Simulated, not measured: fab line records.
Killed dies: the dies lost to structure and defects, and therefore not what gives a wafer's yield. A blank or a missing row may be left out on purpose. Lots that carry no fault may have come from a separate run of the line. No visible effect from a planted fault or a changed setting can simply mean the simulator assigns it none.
fab line records / flow nand-harc
record: lots: 5 wafers: 14 last-day: 31
route steps=1302 shown A_WL_FILL@953 END@1302
lots that met no fault: from a run of the same line without faults
start-h: hours from the record's first day to the start of the lot's first wafer shown / wait-h: hours elapsed since this lot's preceding step / " unchanged from the row above / L1.1+2: a row that stands for several wafers / - no value, or no start given / * or withheld: withheld / < > ~ a bound
route shown NAME@n: a module of which the file shows steps, and the number in the route of the first / usual: mean and standard deviation over wafers with no fault / same: alike in all rows / chamber/n: place in a boat / sites: each site's reading / _std_site: their standard deviation / _edge_site: outer sites' mean less inner sites' / radius-mm: for every site, how far away it sits from the centre of the wafer / mask NAME#n: copy n / behind: tool/chamber where the wafer was last shaped / hold: why the lot went on hold/how many hours it stayed there/how the hold came to an end / device: which transistor (n, p or np) failed to switch / end of line: tests run on the same wafers once the route is complete / a step without rows: its recipe alone / killed: dies that structure and defects cost at the first sort, which is not the same as the wafer's yield / map: a wafer's dies, marking killed ones x, the rest . and places with no die _
set.NAME: the setting the step ran with; set.NAME@STEP: the setting that earlier step ran with / model.NAME: the simulator's own value behind a step, which no gauge read
lots at some steps of the route; a table a step, a row a wafer
services: from which hour (start-h, from the record's first day; less than 0 if before it) a tool's chamber was out of use, for how many hours, and why
== steps ==
step: NHARC_A_WL_FILL_RTA_01
recipe: temp-c: 1000 time-s: 5
step: NHARC_A_WL_FILL_ALD_02
recipe: target-thk-a: 20 pulse-time-s: 3 ald-cycles: 100 temp-c: 450 material: TiN
usual: ald-cycles: 100/0 heater-power-w: 1121/110 precursor-pulse-height-rel: 1.001/0.021
same: pulse-time-s: 3
lot.wafer=L515.2 tool=ald-metal-02 chamber=3 start-h=481.57 wait-h=0.2 ald-cycles=100 heater-power-w=1132 precursor-pulse-height-rel=1.022
lot.wafer=L515.1 tool=ald-metal-02 chamber=0 start-h=481.57 wait-h=0.2 ald-cycles=100 heater-power-w=1112 precursor-pulse-height-rel=1.007
lot.wafer=L515.6 tool=ald-metal-02 chamber=2 start-h=481.57 wait-h=0.2 ald-cycles=100 heater-power-w=1002 precursor-pulse-height-rel=1.001
lot.wafer=L521.3 tool=ald-metal-04 chamber=2 start-h=552.89 wait-h=0.2 ald-cycles=100 heater-power-w=1139 precursor-pulse-height-rel=0.995
lot.wafer=L521.2 tool=ald-metal-04 chamber=3 start-h=552.89 wait-h=0.2 ald-cycles=100 heater-power-w=1158 precursor-pulse-height-rel=0.978
lot.wafer=L521.6 tool=ald-metal-04 chamber=0 start-h=552.89 wait-h=0.2 ald-cycles=100 heater-power-w=1247 precursor-pulse-height-rel=0.993
lot.wafer=L525.1 tool=ald-metal-04 chamber=3 start-h=574.56 wait-h=0.2 ald-cycles=100 heater-power-w=1127 precursor-pulse-height-rel=1.040
lot.wafer=L525.3 tool=ald-metal-04 chamber=1 start-h=574.56 wait-h=0.2 ald-cycles=100 heater-power-w=1306 precursor-pulse-height-rel=1.056
lot.wafer=L525.6 tool=ald-metal-04 chamber=0 start-h=574.56 wait-h=0.2 ald-cycles=100 heater-power-w=1256 precursor-pulse-height-rel=1.010
lot.wafer=L529.2 tool=ald-metal-01 chamber=0 start-h=636.79 wait-h=0.2 ald-cycles=100 heater-power-w=949 precursor-pulse-height-rel=0.998
lot.wafer=L529.4 tool=ald-metal-01 chamber=1 start-h=636.79 wait-h=0.2 ald-cycles=100 heater-power-w=997 precursor-pulse-height-rel=0.995
lot.wafer=L529.6 tool=ald-metal-01 chamber=0 start-h=636.79 wait-h=0.2 ald-cycles=100 heater-power-w=948 precursor-pulse-height-rel=1.011
lot.wafer=L530.1 tool=ald-metal-02 chamber=2 start-h=649.58 wait-h=0.2 ald-cycles=100 heater-power-w=971 precursor-pulse-height-rel=0.973
lot.wafer=L530.2 tool=ald-metal-02 chamber=3 start-h=649.58 wait-h=0.2 ald-cycles=100 heater-power-w=1114 precursor-pulse-height-rel=0.978
step: NHARC_A_WL_FILL_CVD_03
recipe: target-thk-a: 400 temp-c: 300 pressure-torr: 40 wf6-flow-sccm: 40 h2-flow-sccm: 1600 ar-flow-sccm: 1560 time-s: 279 material: W
usual: chamber-pressure-Torr: 40.01/0.093 heater-power-w: 423/32 mfc-ar-sccm: 1561/5.2 throttle-valve-pct: 7.8/0.33
lot.wafer=L515.1 tool=cvd-w-01 chamber=0 start-h=481.97 wait-h=0.1 chamber-pressure-Torr=39.94 heater-power-w=385 mfc-ar-sccm=1565 throttle-valve-pct=7.9
lot.wafer=L515.2 tool=cvd-w-01 chamber=0 start-h=481.97 wait-h=0.1 chamber-pressure-Torr=40.04 heater-power-w=393 mfc-ar-sccm=1562 throttle-valve-pct=7.7
lot.wafer=L515.6 tool=cvd-w-01 chamber=0 start-h=481.97 wait-h=0.1 chamber-pressure-Torr=40.02 heater-power-w=374 mfc-ar-sccm=1559 throttle-valve-pct=7.7
lot.wafer=L521.2 tool=cvd-w-02 chamber=0 start-h=553.25 wait-h=0.1 chamber-pressure-Torr=40.13 heater-power-w=446 mfc-ar-sccm=1557 throttle-valve-pct=7.4
lot.wafer=L521.3 tool=cvd-w-02 chamber=0 start-h=553.25 wait-h=0.1 chamber-pressure-Torr=39.90 heater-power-w=442 mfc-ar-sccm=1553 throttle-valve-pct=7.6
lot.wafer=L521.6 tool=cvd-w-02 chamber=0 start-h=553.25 wait-h=0.1 chamber-pressure-Torr=40.20 heater-power-w=433 mfc-ar-sccm=1563 throttle-valve-pct=7.3
lot.wafer=L525.1 tool=cvd-w-02 chamber=1 start-h=575.00 wait-h=0.1 chamber-pressure-Torr=40.08 heater-power-w=483 mfc-ar-sccm=1558 throttle-valve-pct=8.0
lot.wafer=L525.3 tool=cvd-w-02 chamber=1 start-h=575.00 wait-h=0.1 chamber-pressure-Torr=40.22 heater-power-w=488 mfc-ar-sccm=1559 throttle-valve-pct=8.3
lot.wafer=L525.6 tool=cvd-w-02 chamber=0 start-h=575.00 wait-h=0.1 chamber-pressure-Torr=39.80 heater-power-w=428 mfc-ar-sccm=1562 throttle-valve-pct=7.7
lot.wafer=L529.2 tool=cvd-w-01 chamber=1 start-h=637.37 wait-h=0.2 chamber-pressure-Torr=39.99 heater-power-w=406 mfc-ar-sccm=1557 throttle-valve-pct=7.9
lot.wafer=L529.4 tool=cvd-w-01 chamber=1 start-h=637.37 wait-h=0.2 chamber-pressure-Torr=40.04 heater-power-w=414 mfc-ar-sccm=1562 throttle-valve-pct=8.0
lot.wafer=L529.6 tool=cvd-w-01 chamber=0 start-h=637.37 wait-h=0.2 chamber-pressure-Torr=40.01 heater-power-w=389 mfc-ar-sccm=1565 throttle-valve-pct=7.9
lot.wafer=L530.1 tool=cvd-w-02 chamber=0 start-h=650.02 wait-h=0.1 chamber-pressure-Torr=40.16 heater-power-w=449 mfc-ar-sccm=1561 throttle-valve-pct=7.2
lot.wafer=L530.2 tool=cvd-w-02 chamber=1 start-h=650.02 wait-h=0.1 chamber-pressure-Torr=40.17 heater-power-w=440 mfc-ar-sccm=1562 throttle-valve-pct=8.1
step: NHARC_A_WL_FILL_ETCHBACK_04
recipe: target-depth-a: 600 time-s: 120 chemistry: NF3
step: NHARC_A_WL_FILL_ETCHBACK_05
recipe: target-depth-a: 220 time-s: 60 temp-c: 40 chemistry: Cl2/BCl3
usual: drypump-motor-current-A: 5.4/0.46 oes-product-au: 0.998/0.012
lot.wafer=L515.1 tool=rie-metal-03 chamber=0 start-h=483.11 wait-h=0.4 drypump-motor-current-A=6.1 oes-product-au=1.001 rf-hours-counter-h=3.1
lot.wafer=L515.2 tool=rie-metal-03 chamber=0 start-h=483.11 wait-h=0.4 drypump-motor-current-A=6.1 oes-product-au=1.002 rf-hours-counter-h=-
lot.wafer=L515.6 tool=rie-metal-03 chamber=0 start-h=483.11 wait-h=0.4 drypump-motor-current-A=6.1 oes-product-au=1.015 rf-hours-counter-h=-
lot.wafer=L521.2 tool=rie-metal-03 chamber=1 start-h=553.86 wait-h=0.2 drypump-motor-current-A=5.3 oes-product-au=1.000 rf-hours-counter-h=0.2
lot.wafer=L521.3 tool=rie-metal-03 chamber=1 start-h=553.86 wait-h=0.2 drypump-motor-current-A=5.4 oes-product-au=0.996 rf-hours-counter-h=-
lot.wafer=L521.6 tool=rie-metal-03 chamber=0 start-h=553.86 wait-h=0.2 drypump-motor-current-A=6.1 oes-product-au=0.994 rf-hours-counter-h=-
lot.wafer=L525.1 tool=rie-metal-03 chamber=0 start-h=575.62 wait-h=0.2 drypump-motor-current-A=6.1 oes-product-au=0.993 rf-hours-counter-h=0.6
lot.wafer=L525.3 tool=rie-metal-03 chamber=1 start-h=575.62 wait-h=0.2 drypump-motor-current-A=5.3 oes-product-au=1.010 rf-hours-counter-h=-
lot.wafer=L525.6 tool=rie-metal-03 chamber=0 start-h=575.62 wait-h=0.2 drypump-motor-current-A=6.1 oes-product-au=0.982 rf-hours-counter-h=-
lot.wafer=L529.2 tool=rie-metal-01 chamber=0 start-h=637.98 wait-h=0.2 drypump-motor-current-A=5.1 oes-product-au=1.015 rf-hours-counter-h=0.7
lot.wafer=L529.4 tool=rie-metal-01 chamber=1 start-h=637.98 wait-h=0.2 drypump-motor-current-A=5.8 oes-product-au=0.981 rf-hours-counter-h=-
lot.wafer=L529.6 tool=rie-metal-01 chamber=0 start-h=637.98 wait-h=0.2 drypump-motor-current-A=5.1 oes-product-au=1.000 rf-hours-counter-h=-
lot.wafer=L530.1 tool=rie-metal-01 chamber=1 start-h=650.64 wait-h=0.2 drypump-motor-current-A=5.8 oes-product-au=0.988 rf-hours-counter-h=1.3
lot.wafer=L530.2 tool=rie-metal-01 chamber=0 start-h=650.64 wait-h=0.2 drypump-motor-current-A=5.1 oes-product-au=1.012 rf-hours-counter-h=0.9
step: NHARC_A_WL_FILL_STRIP_27
recipe: power-w: 1500 temp-c: 250 time-s: 20 chemistry: N2/H2
usual: drypump-motor-current-A: 5.7/0.5 heater-power-w: 349/50
lot.wafer=L515.2 tool=plasma-asher-01 chamber=0 start-h=483.32 wait-h=0.2 drypump-motor-current-A=6.2 heater-power-w=274 rf-hours-counter-h=27
lot.wafer=L515.1 tool=plasma-asher-01 chamber=1 start-h=483.32 wait-h=0.2 drypump-motor-current-A=5.4 heater-power-w=416 rf-hours-counter-h=27
lot.wafer=L515.6 tool=plasma-asher-01 chamber=1 start-h=483.32 wait-h=0.2 drypump-motor-current-A=5.4 heater-power-w=410 rf-hours-counter-h=-
lot.wafer=L521.2 tool=plasma-asher-02 chamber=1 start-h=554.02 wait-h=0.1 drypump-motor-current-A=5.0 heater-power-w=349 rf-hours-counter-h=28
lot.wafer=L521.3 tool=plasma-asher-02 chamber=1 start-h=554.02 wait-h=0.1 drypump-motor-current-A=5.0 heater-power-w=347 rf-hours-counter-h=-
lot.wafer=L521.6 tool=plasma-asher-02 chamber=1 start-h=554.02 wait-h=0.1 drypump-motor-current-A=5.0 heater-power-w=346 rf-hours-counter-h=-
lot.wafer=L525.1 tool=plasma-asher-02 chamber=1 start-h=576.00 wait-h=0.4 drypump-motor-current-A=5.0 heater-power-w=352 rf-hours-counter-h=31
lot.wafer=L525.3 tool=plasma-asher-02 chamber=1 start-h=576.00 wait-h=0.4 drypump-motor-current-A=5.0 heater-power-w=357 rf-hours-counter-h=-
lot.wafer=L525.6 tool=plasma-asher-02 chamber=0 start-h=576.00 wait-h=0.4 drypump-motor-current-A=6.1 heater-power-w=364 rf-hours-counter-h=-
lot.wafer=L529.2 tool=plasma-asher-02 chamber=1 start-h=638.14 wait-h=0.1 drypump-motor-current-A=5.0 heater-power-w=347 rf-hours-counter-h=7
lot.wafer=L529.4 tool=plasma-asher-02 chamber=0 start-h=638.14 wait-h=0.1 drypump-motor-current-A=6.0 heater-power-w=343 rf-hours-counter-h=-
lot.wafer=L529.6 tool=plasma-asher-02 chamber=1 start-h=638.14 wait-h=0.1 drypump-motor-current-A=5.0 heater-power-w=347 rf-hours-counter-h=-
lot.wafer=L530.2 tool=plasma-asher-01 chamber=0 start-h=650.78 wait-h=0.1 drypump-motor-current-A=6.3 heater-power-w=281 rf-hours-counter-h=26
lot.wafer=L530.1 tool=plasma-asher-01 chamber=1 start-h=650.78 wait-h=0.1 drypump-motor-current-A=5.4 heater-power-w=407 rf-hours-counter-h=26
step: NHARC_A_WL_FILL_STRIP_28
recipe: time-s: 1200 temp-c: 72.5 chemistry: post-etch-residue-remover
step: NHARC_A_WL_FILL_PRECLEAN_06
recipe: time-s: 300 chemistry: DIW
step: NHARC_A_WL_FILL_SRD_07
step: NHARC_A_WL_FILL_ANNEAL_08
recipe: temp-c: 450 time-s: 1800
step: NHARC_A_WL_FILL_ALD_10
recipe: target-thk-a: 500 pulse-time-s: 10 ald-cycles: 500 temp-c: 300 material: SiO2
usual: ald-cycles: 500/0 heater-power-w: 478/49 precursor-pulse-height-rel: 1.000/0.022
same: pulse-time-s: 10
lot.wafer=L515.2 tool=ald-hk-03 chamber=1 start-h=490.37 wait-h=0.1 ald-cycles=500 heater-power-w=458 precursor-pulse-height-rel=1.050
lot.wafer=L515.1 tool=ald-hk-03 chamber=0 start-h=491.89 wait-h=1.6 ald-cycles=500 heater-power-w=529 precursor-pulse-height-rel=1.006
lot.wafer=L515.6 tool=ald-hk-03 chamber=2 start-h=492.91 wait-h=2.6 ald-cycles=500 heater-power-w=410 precursor-pulse-height-rel=1.009
lot.wafer=L521.2 tool=ald-hk-02 chamber=1 start-h=559.26 wait-h=0.1 ald-cycles=500 heater-power-w=424 precursor-pulse-height-rel=1.013
lot.wafer=L521.3 tool=ald-hk-02 chamber=2 start-h=559.26 wait-h=0.1 ald-cycles=500 heater-power-w=469 precursor-pulse-height-rel=1.018
lot.wafer=L521.6 tool=ald-hk-02 chamber=2 start-h=561.87 wait-h=2.7 ald-cycles=500 heater-power-w=461 precursor-pulse-height-rel=1.008
lot.wafer=L525.3 tool=ald-hk-02 chamber=1 start-h=580.97 wait-h=0.0 ald-cycles=500 heater-power-w=417 precursor-pulse-height-rel=1.016
lot.wafer=L525.1 tool=ald-hk-02 chamber=0 start-h=582.52 wait-h=1.6 ald-cycles=500 heater-power-w=426 precursor-pulse-height-rel=1.001
lot.wafer=L525.6 tool=ald-hk-02 chamber=1 start-h=582.52 wait-h=1.6 ald-cycles=500 heater-power-w=421 precursor-pulse-height-rel=1.026
lot.wafer=L529.2 tool=ald-hk-03 chamber=0 start-h=648.15 wait-h=2.2 ald-cycles=500 heater-power-w=528 precursor-pulse-height-rel=0.996
lot.wafer=L529.4 tool=ald-hk-03 chamber=1 start-h=648.15 wait-h=2.2 ald-cycles=500 heater-power-w=471 precursor-pulse-height-rel=1.018
lot.wafer=L529.6 tool=ald-hk-03 chamber=0 start-h=650.24 wait-h=4.3 ald-cycles=500 heater-power-w=526 precursor-pulse-height-rel=1.005
lot.wafer=L530.2 tool=ald-hk-02 chamber=2 start-h=657.37 wait-h=0.1 ald-cycles=500 heater-power-w=461 precursor-pulse-height-rel=1.013
lot.wafer=L530.1 tool=ald-hk-02 chamber=1 start-h=658.90 wait-h=1.6 ald-cycles=566 heater-power-w=438 precursor-pulse-height-rel=1.024
step: NHARC_A_WL_FILL_ETCHBACK_16
recipe: target-depth-a: 1200 time-s: 24 c4f8-flow-sccm: withheld o2-flow-sccm: 8 ar-flow-sccm: withheld rf-w: 600 bias-w: 800 chemistry: C4F8/O2/Ar
usual: oes-product-au: 0.98/0.033 rf-vpp-V: 724/3.8
lot.wafer=L515.1 tool=rie-diel-06 chamber=2 start-h=- wait-h=- oes-product-au=0.99 rf-hours-counter-h=0.0 rf-vpp-V=722
lot.wafer=L515.2 tool=rie-diel-06 chamber=1 start-h=- wait-h=- oes-product-au=1.00 rf-hours-counter-h=0.0 rf-vpp-V=725
lot.wafer=L515.6 tool=rie-diel-06 chamber=2 start-h=- wait-h=- oes-product-au=0.99 rf-hours-counter-h=- rf-vpp-V=723
lot.wafer=L521.2 tool=rie-diel-04 chamber=2 start-h=- wait-h=- oes-product-au=1.01 rf-hours-counter-h=1.5 rf-vpp-V=731
lot.wafer=L521.3 tool=rie-diel-04 chamber=0 start-h=- wait-h=- oes-product-au=1.01 rf-hours-counter-h=1.0 rf-vpp-V=720
lot.wafer=L521.6 tool=rie-diel-04 chamber=1 start-h=- wait-h=- oes-product-au=1.00 rf-hours-counter-h=- rf-vpp-V=730
lot.wafer=L525.3 tool=rie-diel-01 chamber=3 start-h=- wait-h=- oes-product-au=1.02 rf-hours-counter-h=0.6 rf-vpp-V=723
lot.wafer=L525.1 tool=rie-diel-01 chamber=2 start-h=- wait-h=- oes-product-au=0.99 rf-hours-counter-h=0.7 rf-vpp-V=722
lot.wafer=L525.6 tool=rie-diel-01 chamber=3 start-h=- wait-h=- oes-product-au=1.02 rf-hours-counter-h=- rf-vpp-V=725
lot.wafer=L529.2 tool=rie-diel-06 chamber=3 start-h=- wait-h=- oes-product-au=0.94 rf-hours-counter-h=3.8 rf-vpp-V=719
lot.wafer=L529.4 tool=rie-diel-06 chamber=3 start-h=- wait-h=- oes-product-au=0.93 rf-hours-counter-h=- rf-vpp-V=719
lot.wafer=L529.6 tool=rie-diel-06 chamber=0 start-h=- wait-h=- oes-product-au=0.92 rf-hours-counter-h=- rf-vpp-V=720
lot.wafer=L530.2 tool=rie-diel-04 chamber=0 start-h=- wait-h=- oes-product-au=1.01 rf-hours-counter-h=6.5 rf-vpp-V=721
lot.wafer=L530.1 tool=rie-diel-04 chamber=1 start-h=- wait-h=- oes-product-au=1.00 rf-hours-counter-h=6.2 rf-vpp-V=727
step: NHARC_END_SORT_01
recipe: temp-c: 25
usual: killed-at-array: 63/27 killed-at-other: 0.7/1.2 killed-at-periphery: 3.1/2 killed-dies: 67/28 killed-open: 3.0/1.9 killed-short: 2.2/1.5
same: gross-dies: 677
lot.wafer=L515.1 tool=prober-02 chamber=0 start-h=576.17 wait-h=2.5 killed-at-array=52 killed-at-other=2 killed-at-periphery=5 killed-dies=59 killed-open=3 killed-short=4
lot.wafer=L515.2 tool=prober-02 chamber=0 start-h=576.97 wait-h=2.8 killed-at-array=47 killed-at-other=0 killed-at-periphery=7 killed-dies=54 killed-open=2 killed-short=1
lot.wafer=L515.6 tool=prober-02 chamber=0 start-h=580.16 wait-h=4.0 killed-at-array=43 killed-at-other=0 killed-at-periphery=5 killed-dies=48 killed-open=1 killed-short=3
killed by level:class
L515.1 A_CHANNEL_HOLE_D2:chamber-film-flake=32 P_STI:chamber-film-flake=4 A_CHANNEL_HOLE_D1:chamber-film-flake=4 A_M1:chamber-film-flake=4 A_CONTACT:chamber-film-flake=3 A_WL_FILL:chamber-film-flake=2 A_ONON_D1:geometric-particle:short=1 A_CHANNEL_FILL_D1:geometric-particle:short=1
L515.2 A_CHANNEL_HOLE_D2:chamber-film-flake=33 A_CONTACT:chamber-film-flake=7 P_STI:chamber-film-flake=5 A_CHANNEL_HOLE_D1:geometric-particle:open=1 A_CHANNEL_FILL_D2:geometric-particle:short=1 A_M0:geometric-particle:open=1 P_GATE:chamber-film-flake=1 P_M1:chamber-film-flake=1
L515.6 A_CHANNEL_HOLE_D2:chamber-film-flake=25 A_CONTACT:chamber-film-flake=7 P_STI:chamber-film-flake=4 A_WL_FILL:chamber-film-flake=3 A_M1:chamber-film-flake=3 P_GATE:geometric-particle:short=1 A_CHANNEL_FILL_D1:geometric-particle:open=1 A_SGD_CUT:geometric-particle:short=1
== services ==
tool=rie-diel-06 chamber=2 start-h=461.52 hours=9.3 kind=repair
tool=plasma-asher-01 chamber=- start-h=469.08 hours=8.6 kind=repair
tool=ald-hk-03 chamber=- start-h=469.36 hours=6.3 kind=repair
tool=rie-metal-03 chamber=1 start-h=473.02 hours=15.2 kind=repair
tool=ald-metal-04 chamber=- start-h=474.00 hours=10.0 kind=pm
tool=cvd-w-01 chamber=1 start-h=474.87 hours=15.8 kind=repair
tool=rie-diel-04 chamber=- start-h=475.51 hours=2.4 kind=repair
tool=rie-diel-06 chamber=- start-h=484.20 hours=9.0 kind=pm
tool=plasma-asher-01 chamber=- start-h=485.14 hours=2.0 kind=repair
tool=cvd-w-02 chamber=1 start-h=487.80 hours=10.3 kind=repair
tool=rie-diel-06 chamber=0 start-h=510.20 hours=13.7 kind=repair
tool=rie-metal-03 chamber=- start-h=519.00 hours=9.0 kind=pm
tool=plasma-asher-01 chamber=- start-h=519.39 hours=9.0 kind=pm
tool=rie-diel-04 chamber=3 start-h=523.65 hours=7.9 kind=repair
tool=rie-diel-04 chamber=- start-h=531.90 hours=9.0 kind=pm
tool=ald-hk-03 chamber=- start-h=546.18 hours=0.9 kind=repair
tool=cvd-w-01 chamber=- start-h=547.00 hours=13.0 kind=pm
tool=plasma-asher-02 chamber=- start-h=603.23 hours=9.0 kind=pm
tool=cvd-w-01 chamber=- start-h=625.24 hours=0.3 kind=repair
tool=rie-diel-06 chamber=1 start-h=625.86 hours=1.4 kind=repair
tool=cvd-w-02 chamber=- start-h=631.00 hours=13.0 kind=pm
tool=rie-diel-06 chamber=1 start-h=646.98 hours=9.3 kind=repair
tool=ald-metal-04 chamber=- start-h=652.00 hours=10.0 kind=pm
tool=rie-diel-06 chamber=- start-h=661.20 hours=9.0 kind=pm
== key ==
first-sign: step: NHARC_A_WL_FILL_ALD_10 reading: ald-cycles direction: up sigmas: 99+ usual: 500 struck: 566
effect none on later readings
met-at NHARC_A_WL_FILL_ALD_10
struck-wafers L530.1
tester-left-out L530
onset-between 580.97 657.37
fault: kind: process-parameter-drift tool: ald-hk-02 chamber: - onset-h: 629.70 steps: NHARC_A_WL_FILL_ALD_10 channel: ald-cycles offset: 66 shape: step end-h: 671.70 scope: struck-wafers-only acts-in: these-recipes-only stated: 500
tester-left-out: of these lots the tester's yield and bins aren't shown, on N5 and GAA mostly nor the transistor test; their killed dies are dies lost to structure and defects alone, not to doping, threshold or leakage, so they don't give the yield
